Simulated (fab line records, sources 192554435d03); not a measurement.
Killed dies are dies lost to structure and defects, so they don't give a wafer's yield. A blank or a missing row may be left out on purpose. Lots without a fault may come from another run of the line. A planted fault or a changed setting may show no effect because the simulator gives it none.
Split-lot experiment | flow n5_finfet | 7 lots, 21 wafers read, on a route of 1938 steps

THE SPLIT
At N5_BEOL_M7_ILD_DEP_00 (deposits SiCOH lowk from DEMS/porogen, target thk 179.75 nm, time 33.4 s), the setting time_s was moved away from the recipe's 33.4 s on 8 of the 21 wafers read, by -9.7% to +11.3%. The other wafers ran this setting at the recipe's value.

FROM THE SPLIT TO THE READING: what the file shows between them, 1 step
- N5_BEOL_M7_CURE_74: cures SiCOH lowk, time 240 s

THE READING
M7_ILD_THK, in nm, at N5_BEOL_M7_THK_MEAS_01. Fault-free wafers of this fab line usually give 155.1 nm, standard deviation 2.4 nm.

wafer  | tool, chamber at the split | time_s as run, s | against the recipe | M7_ILD_THK, nm | against lot-mates on the recipe
L077.1 | pecvd-01, 1                | 36.75            | +10.0%             | 167.9          | +13.2
L077.2 | pecvd-01, 2                | 36.75            | +10.0%             | 165.3          | +10.6
L077.3 | pecvd-01, 0                | 33.4             | recipe             | 154.7          | -
L076.2 | pecvd-04, 0                | 33.4             | recipe             | 157.0          | -
L076.4 | pecvd-04, 2                | 33.4             | recipe             | 156.6          | -
L076.6 | pecvd-04, 0                | 33.4             | recipe             | 158.3          | -
L080.2 | pecvd-04, 2                | 37.18            | +11.3%             | 172.9          | +16.0
L080.4 | pecvd-04, 0                | 33.4             | recipe             | 157.3          | -
L080.5 | pecvd-04, 0                | 33.4             | recipe             | 156.4          | -
L090.3 | pecvd-04, 0                | 33.4             | recipe             | 156.3          | -
L090.4 | pecvd-04, 0                | 33.4             | recipe             | 157.7          | -
L090.6 | pecvd-04, 1                | 33.4             | recipe             | 160.2          | -
L093.1 | pecvd-04, 1                | 33.4             | recipe             | 154.9          | -
L093.4 | pecvd-04, 0                | 33.4             | recipe             | 152.3          | -
L093.5 | pecvd-04, 1                | 35.47            | +6.2%              | 166.3          | +12.7
L097.2 | pecvd-01, 2                | 33.4             | recipe             | 151.9          | -
L097.3 | pecvd-01, 1                | 30.17            | -9.7%              | 140.2          | -11.7
L097.4 | pecvd-01, 1                | 30.17            | -9.7%              | 142.2          | -9.7
L094.1 | pecvd-04, 1                | 36.24            | +8.5%              | 169.5          | +16.0
L094.3 | pecvd-04, 2                | 33.4             | recipe             | 153.5          | -
L094.5 | pecvd-04, 2                | 36.24            | +8.5%              | 169.8          | +16.3

THE FIT
A straight line over all 21 wafers: M7_ILD_THK changes by +1.42 nm for each +1% of time_s; r = +0.96; the points scatter about the line by 2.4 nm.
The same after taking each lot's own level away (the mean of its wafers on the recipe; 21 wafers): +1.37 nm for each +1%; r = +0.97; scatter 2.1 nm.
On that fit, the largest move of time_s shifts the reading by 15 nm.
The lots' own levels span 151.90 to 158.07 nm, that is 2.6 times the standard deviation above.
So the lot-to-lot level changes the slope little: the two slopes agree.
Check: with one of the wafers moved furthest among these (+11.3%) left out of the fit, the line predicts +16.2 nm for it against its lot-mates. It came out at +16 nm against them.

OTHER SPLITS ON THESE WAFERS
These wafers also went through other splits before the reading. Each is held against what the fit with the lots' levels taken away leaves over:
other split on the same wafers | wafers away from the commonest value | r with M7_ILD_THK (lot level and that fit taken away)
N5_BEOL_M2_EXPOSE_08 dose_mj   | 8                                    | -0.18
N5_BEOL_M3_COAT_05 spin_rpm    | 5                                    | +0.30
N5_BEOL_M5_ETCH_41 source_w    | 6                                    | +0.11

THE WHOLE CHAIN: every reading that the file lists as answering this split, in the file's order
step                   | what it does                                                             | reading                                                                                  | change (the file's fit)              | r (the file's)
N5_BEOL_M7_ILD_DEP_00  | deposits SiCOH lowk from DEMS/porogen, target thk 179.75 nm, time 33.4 s | SiCOH_lowk_of_BEOL_M7_ILD_DEP_00.thk_nm (the simulator's own value, which no gauge read) | +1.64 nm for each +1% of the setting | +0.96
N5_BEOL_M7_CURE_74     | cures SiCOH lowk, time 240 s                                             | SiCOH_lowk_of_BEOL_M7_ILD_DEP_00.thk_nm (the simulator's own value, which no gauge read) | +1.44 nm for each +1% of the setting | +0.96
N5_BEOL_M7_THK_MEAS_01 |                                                                          | M7_ILD_THK                                                                               | +1.43 for each +1% of the setting    | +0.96

THE FILE'S OWN FIT
M7_ILD_THK changes by +1.43 nm for each +1% of time_s, r = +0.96.
